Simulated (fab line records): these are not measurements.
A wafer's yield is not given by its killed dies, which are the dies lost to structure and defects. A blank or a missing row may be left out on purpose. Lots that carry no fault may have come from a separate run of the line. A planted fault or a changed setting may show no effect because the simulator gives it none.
fab line records | flow n5_finfet | part 2 of 2: steps 20 to 26 of 26
record: lots: 5 | wafers: 15 | last_day: 15
route steps=1938 shown HKMG_FIN@446 GATE_CUT@465
lots untouched by any fault: they come from a run of this same line in which no faults occurred
start_h: the number of hours between the record's first day and the start of the first shown wafer of the lot | wait_h: hours since the lot's step before | " the same as in the row above | L1.1+2: a single row standing in for several wafers | - either no value or no given start | * or withheld: withheld | < > ~ a bound
route shown NAME@n: a module of which the file shows steps, and the number in the route of the first | usual: mean and standard deviation over wafers with no fault | same: alike in all rows | chamber/n: place in a boat | sites: readings site by site | _std_site: standard deviation across them | _edge_site: mean of outer sites minus mean of inner sites | radius_mm: for every site, how far away it sits from the centre of the wafer | mask NAME#n: copy n | behind: the most recent tool/chamber to have shaped the wafer | hold: reason for holding the lot/hours on hold/outcome of the hold | device: the transistor (n, p or np) that didn't switch | end of line: the route-end tests of the same wafers | for a step that has no rows: nothing shown but its recipe | killed: not the wafer's yield, but the dies lost to structure and defects at the first sort | map: the dies of a wafer, with x for killed, . for not killed, _ for no die there
set.NAME: setting as actually run; set.NAME@STEP: the setting as run at that earlier step | model.NAME: the simulator's own value behind a step, which no gauge read
lots seen at some steps along the route; tables by step, rows by wafer
services: a tool's chamber out of use, with start hour (start_h, from the record's first day; less than 0 if before it), hours out, and reason
== steps ==
step: N5_GATE_CUT_ETCH_56
recipe: chemistry: Cl2/Ar | target: TiN | target_depth_a: 216 | pressure_mtorr: 10 | icp_w: 600 | bias_w: 60 | Cl2_flow_sccm: 40 | Ar_flow_sccm: 60
usual: drypump_motor_current_A: 5.9/0.43 | oes_ar_750_au: 0.73/0.12 | oes_product_au: 0.74/0.11 | throttle_valve_pct: 20.89/0.19
lot.wafer | tool         | chamber | start_h | wait_h | drypump_motor_current_A | oes_ar_750_au | oes_product_au | rf_hours_counter_h | throttle_valve_pct
L077.1    | rie_metal-02 | 1       | 111.09  | 0.1    | 6.4                     | 0.63          | 0.64           | 100                | 20.68
L077.2    | "            | 0       | "       | "      | 6.3                     | 0.98          | 0.97           | 0                  | 20.86
L077.4    | "            | 0       | "       | "      | 6.3                     | 0.99          | 0.98           | -                  | 20.83
L080.1    | rie_metal-02 | 1       | 121.38  | 0.1    | 6.4                     | 0.63          | 0.64           | 102                | 20.68
L080.2    | "            | 0       | "       | "      | 6.4                     | 0.97          | 0.96           | 2                  | 20.83
L080.6    | "            | 0       | "       | "      | 6.3                     | 0.96          | 0.95           | -                  | 20.83
L081.2    | rie_metal-02 | 1       | 125.30  | 0.1    | 6.4                     | 0.63          | 0.64           | 102                | 20.68
L081.3    | "            | 0       | "       | "      | 6.3                     | 0.96          | 0.93           | -                  | 20.86
L081.4    | "            | 1       | "       | "      | 6.4                     | 0.64          | 0.64           | -                  | 20.67
L085.2    | rie_metal-03 | 1       | 148.41  | 0.1    | 5.5                     | 0.74          | 0.77           | 49                 | 21.23
L085.3    | "            | 0       | "       | "      | 5.5                     | 0.68          | 0.69           | -                  | 20.91
L085.5    | "            | 1       | "       | "      | 5.5                     | 0.73          | 0.77           | -                  | 21.24
L086.2    | rie_metal-02 | 1       | 160.43  | 0.1    | 6.4                     | 0.63          | 0.63           | 106                | 20.70
L086.4    | "            | 0       | "       | "      | 6.4                     | 0.91          | 0.90           | -                  | 20.87
L086.6    | "            | 0       | "       | "      | 6.4                     | 0.92          | 0.91           | -                  | 20.86
step: N5_GATE_CUT_ETCHBACK_30
recipe: chemistry: Cl2/Ar | target: TiN | target_depth_a: 30 | mode: isotropic | pressure_mtorr: 10 | icp_w: 600 | bias_w: 60 | Cl2_flow_sccm: 40 | Ar_flow_sccm: 60
usual: drypump_motor_current_A: 5.9/0.43 | oes_ar_750_au: 0.73/0.12 | oes_product_au: 0.74/0.11 | throttle_valve_pct: 20.89/0.19
lot.wafer | tool         | chamber | start_h | wait_h | drypump_motor_current_A | oes_ar_750_au | oes_product_au | rf_hours_counter_h | throttle_valve_pct
L077.1    | rie_metal-02 | 1       | 111.18  | 0.1    | 6.4                     | 0.63          | 0.64           | 100                | 20.69
L077.2    | "            | 0       | "       | "      | 6.4                     | 0.99          | 0.97           | 0                  | 20.84
L077.4    | "            | 0       | "       | "      | 6.3                     | 0.99          | 0.98           | -                  | 20.83
L080.1    | rie_metal-02 | 1       | 121.47  | 0.1    | 6.4                     | 0.64          | 0.64           | 102                | 20.67
L080.2    | "            | 0       | "       | "      | 6.4                     | 0.96          | 0.95           | 2                  | 20.84
L080.6    | "            | 0       | "       | "      | 6.3                     | 0.96          | 0.95           | -                  | 20.84
L081.2    | rie_metal-02 | 1       | 125.39  | 0.1    | 6.4                     | 0.63          | 0.64           | 102                | 20.68
L081.3    | "            | 0       | "       | "      | 6.4                     | 0.95          | 0.95           | -                  | 20.85
L081.4    | "            | 1       | "       | "      | 6.4                     | 0.63          | 0.64           | -                  | 20.69
L085.2    | rie_metal-03 | 1       | 148.50  | 0.1    | 5.5                     | 0.74          | 0.77           | 49                 | 21.25
L085.3    | "            | 0       | "       | "      | 5.5                     | 0.68          | 0.69           | -                  | 20.90
L085.5    | "            | 1       | "       | "      | 5.5                     | 0.73          | 0.77           | -                  | 21.25
L086.2    | rie_metal-02 | 1       | 160.52  | 0.1    | 6.4                     | 0.63          | 0.63           | 106                | 20.70
L086.4    | "            | 0       | "       | "      | 6.3                     | 0.92          | 0.91           | -                  | 20.86
L086.6    | "            | 0       | "       | "      | 6.3                     | 0.93          | 0.91           | -                  | 20.87
step: N5_GATE_CUT_VAPOR_ETCH_60
recipe: chemistry: BCl3/Cl2 | target: HfO2 | mode: isotropic
usual: drypump_motor_current_A: 5.9/0.43 | oes_product_au: 0.74/0.12
lot.wafer | tool         | chamber | start_h | wait_h | drypump_motor_current_A | oes_product_au
L077.1    | rie_metal-02 | 1       | 111.21  | 0.0    | 6.4                     | 0.64
L077.2    | "            | 0       | "       | "      | 6.3                     | 0.98
L077.4    | "            | 0       | "       | "      | 6.3                     | 0.98
L080.1    | rie_metal-02 | 1       | 121.50  | 0.0    | 6.4                     | 0.64
L080.2    | "            | 0       | "       | "      | 6.3                     | 0.94
L080.6    | "            | 0       | "       | "      | 6.4                     | 0.95
L081.2    | rie_metal-02 | 1       | 125.42  | 0.0    | 6.4                     | 0.64
L081.3    | "            | 0       | "       | "      | 6.3                     | 0.94
L081.4    | "            | 1       | "       | "      | 6.4                     | 0.64
L085.2    | rie_metal-03 | 1       | 148.53  | 0.0    | 5.5                     | 0.78
L085.3    | "            | 0       | "       | "      | 5.5                     | 0.68
L085.5    | "            | 1       | "       | "      | 5.5                     | 0.78
L086.2    | rie_metal-02 | 1       | 160.55  | 0.0    | 6.4                     | 0.64
L086.4    | "            | 0       | "       | "      | 6.3                     | 0.91
L086.6    | "            | 0       | "       | "      | 6.3                     | 0.92
step: N5_GATE_CUT_ETCH_58
recipe: chemistry: CH3F/O2 | target: SiNx | target_depth_a: 170 | time_s: 128.6 | ion_energy_ev: 50 | pressure_mtorr: 30 | source_w: 415 | bias_w: 21 | Ar_flow_sccm: 150 | CH3F_flow_sccm: 30 | O2_flow_sccm: 20
usual: drypump_motor_current_A: 5.9/0.46 | oes_product_au: 0.76/0.064 | rf_vpp_V: 99.2/0.93 | showerhead_plenum_p_Torr: 2.01/0.077 | throttle_valve_pct: 16.36/0.25
lot.wafer | tool        | chamber | start_h | wait_h | drypump_motor_current_A | oes_product_au | rf_hours_counter_h | rf_vpp_V | showerhead_plenum_p_Torr | throttle_valve_pct
L077.1    | rie_diel-05 | 0       | 111.26  | 0.0    | 5.5                     | 0.77           | 114                | 98.8     | 1.93                     | 16.45
L077.2    | "           | 3       | "       | "      | 5.8                     | 0.73           | 165                | 98.9     | 2.09                     | 16.50
L077.4    | "           | 1       | "       | "      | 6.1                     | 0.72           | 195                | 97.7     | 1.91                     | 16.06
L080.1    | rie_diel-06 | 0       | 121.56  | 0.0    | 4.9                     | 0.69           | 231                | 97.3     | 1.90                     | 16.92
L080.2    | "           | 3       | "       | "      | 6.3                     | 0.81           | 70                 | 99.0     | 2.03                     | 16.27
L080.6    | "           | 3       | "       | "      | 6.3                     | 0.82           | -                  | 98.1     | 2.03                     | 16.28
L081.2    | rie_diel-01 | 3       | 125.47  | 0.0    | 5.7                     | 0.72           | 182                | 100.2    | 2.07                     | 16.24
L081.3    | "           | 2       | "       | "      | 6.4                     | 0.74           | 157                | 98.1     | 1.92                     | 16.16
L081.4    | "           | 1       | "       | "      | 6.3                     | 0.81           | 135                | 99.5     | 2.10                     | 15.95
L085.2    | rie_diel-01 | 1       | 148.58  | 0.0    | 6.3                     | 0.79           | 143                | 100.3    | 2.09                     | 15.96
L085.3    | "           | 0       | "       | "      | 5.5                     | 0.84           | 62                 | 99.0     | 2.12                     | 16.36
L085.5    | "           | 0       | "       | "      | 5.5                     | 0.84           | -                  | 100.5    | 2.12                     | 16.36
L086.2    | rie_diel-01 | 1       | 160.60  | 0.0    | 6.3                     | 0.80           | 147                | 100.3    | 2.09                     | 15.99
L086.4    | "           | 3       | "       | "      | 5.7                     | 0.71           | 192                | 99.4     | 2.07                     | 16.27
L086.6    | "           | 0       | "       | "      | 5.5                     | 0.82           | -                  | 99.6     | 2.12                     | 16.37
step: N5_GATE_CUT_STRIP_59
recipe: chemistry: N2/H2 | time_s: 20 | power_w: 100 | temp_c: 40 | pressure_mtorr: 100 | rf_frequency_hz: 6e+07 | bias_power_w: 3 | n2_flow_sccm: 300 | h2_flow_sccm: 300
usual: drypump_motor_current_A: 5.9/0.46 | oes_product_au: 0.76/0.058 | rf_vpp_V: 45.3/0.88 | showerhead_plenum_p_Torr: 3.38/0.13 | throttle_valve_pct: 12.23/0.24
lot.wafer | tool        | chamber | start_h | wait_h | drypump_motor_current_A | oes_product_au | rf_hours_counter_h | rf_vpp_V | showerhead_plenum_p_Torr | throttle_valve_pct
L077.1    | rie_diel-05 | 0       | 111.36  | 0.1    | 5.5                     | 0.78           | 114                | 44.6     | 3.26                     | 12.37
L077.2    | "           | 3       | "       | "      | 5.8                     | 0.74           | 165                | 43.4     | 3.51                     | 12.34
L077.4    | "           | 1       | "       | "      | 6.1                     | 0.72           | 196                | 43.3     | 3.22                     | 12.00
L080.1    | rie_diel-06 | 0       | 121.66  | 0.1    | 4.9                     | 0.71           | 231                | 46.0     | 3.18                     | 12.72
L080.2    | "           | 3       | "       | "      | 6.3                     | 0.82           | 70                 | 43.8     | 3.44                     | 12.21
L080.6    | "           | 3       | "       | "      | 6.3                     | 0.83           | -                  | 45.9     | 3.44                     | 12.21
L081.2    | rie_diel-01 | 3       | 125.57  | 0.1    | 5.7                     | 0.73           | 182                | 46.8     | 3.50                     | 12.24
L081.3    | "           | 2       | "       | "      | 6.4                     | 0.75           | 157                | 44.2     | 3.25                     | 12.10
L081.4    | "           | 1       | "       | "      | 6.3                     | 0.79           | 135                | 45.7     | 3.52                     | 11.82
L085.2    | rie_diel-01 | 1       | 148.68  | 0.1    | 6.3                     | 0.78           | 143                | 44.2     | 3.51                     | 11.82
L085.3    | "           | 0       | "       | "      | 5.5                     | 0.82           | 62                 | 45.2     | 3.57                     | 12.12
L085.5    | "           | 0       | "       | "      | 5.5                     | 0.82           | -                  | 46.2     | 3.57                     | 12.12
L086.2    | rie_diel-01 | 1       | 160.70  | 0.1    | 6.3                     | 0.79           | 147                | 45.0     | 3.51                     | 11.83
L086.4    | "           | 3       | "       | "      | 5.7                     | 0.73           | 192                | 45.1     | 3.49                     | 12.29
L086.6    | "           | 0       | "       | "      | 5.5                     | 0.83           | -                  | 44.8     | 3.57                     | 12.14
step: N5_GATE_CUT_PRECLEAN_31
recipe: temp_c: 23 | chemistry: DIW | time_s: 300
lot.wafer  | tool         | chamber | start_h | wait_h
L077.1+2+4 | wet_bench-02 | 1,6,2   | 111.44  | 0.1
L080.1+2+6 | wet_bench-05 | 6,4,2   | 121.74  | 0.1
L081.2+3+4 | wet_bench-05 | 1,0,5   | 125.65  | 0.1
L085.2+3+5 | wet_bench-02 | 5,7,0   | 148.77  | 0.1
L086.2+4+6 | wet_bench-05 | 2,0,4   | 160.78  | 0.1
step: N5_GATE_CUT_SRD_32
recipe: time_s: 30 | temp_c: 23 | rinse_liquid: diw | dry: ipa_marangoni
lot.wafer  | tool         | chamber | start_h | wait_h
L077.1+2+4 | wet_bench-02 | 1,6,2   | 111.53  | 0.0
L080.1+2+6 | wet_bench-05 | 6,4,2   | 121.83  | 0.0
L081.2+3+4 | wet_bench-05 | 1,0,5   | 125.74  | 0.0
L085.2+3+5 | wet_bench-02 | 5,7,0   | 148.85  | 0.0
L086.2+4+6 | wet_bench-05 | 2,0,4   | 160.87  | 0.0
== services ==
tool            | chamber | start_h | hours | kind
plasma_asher-01 | -       | 90.19   | 7.5   | repair
rie_diel-06     | 3       | 91.32   | 4.9   | repair
cvd_w-02        | -       | 91.45   | 0.8   | repair
wet_bench-05    | -       | 100.10  | 3.6   | repair
cmp-04          | -       | 107.65  | 2.1   | repair
cmp-03          | -       | 112.51  | 3.3   | repair
ald_metal-04    | -       | 118.44  | 2.8   | pm
ald_metal-01    | 3       | 119.98  | 5.4   | repair
rie_diel-06     | 2       | 124.88  | 3.2   | repair
ald_metal-02    | 3       | 130.22  | 107.3 | repair
rie_diel-02     | -       | 145.40  | 4.3   | pm
wet_bench-06    | -       | 148.52  | 2.5   | repair
rie_diel-05     | 0       | 157.45  | 2.8   | repair
rie_diel-03     | 3       | 158.12  | -     | clean
rie_diel-03     | 3       | 158.12  | -     | consumable_replace:focus_ring
rie_diel-03     | 3       | 158.12  | -     | consumable_replace:showerhead
rie_diel-03     | 3       | 158.12  | 16.4  | scheduled_down
rie_diel-03     | 3       | 158.12  | 16.4  | vent_cycle
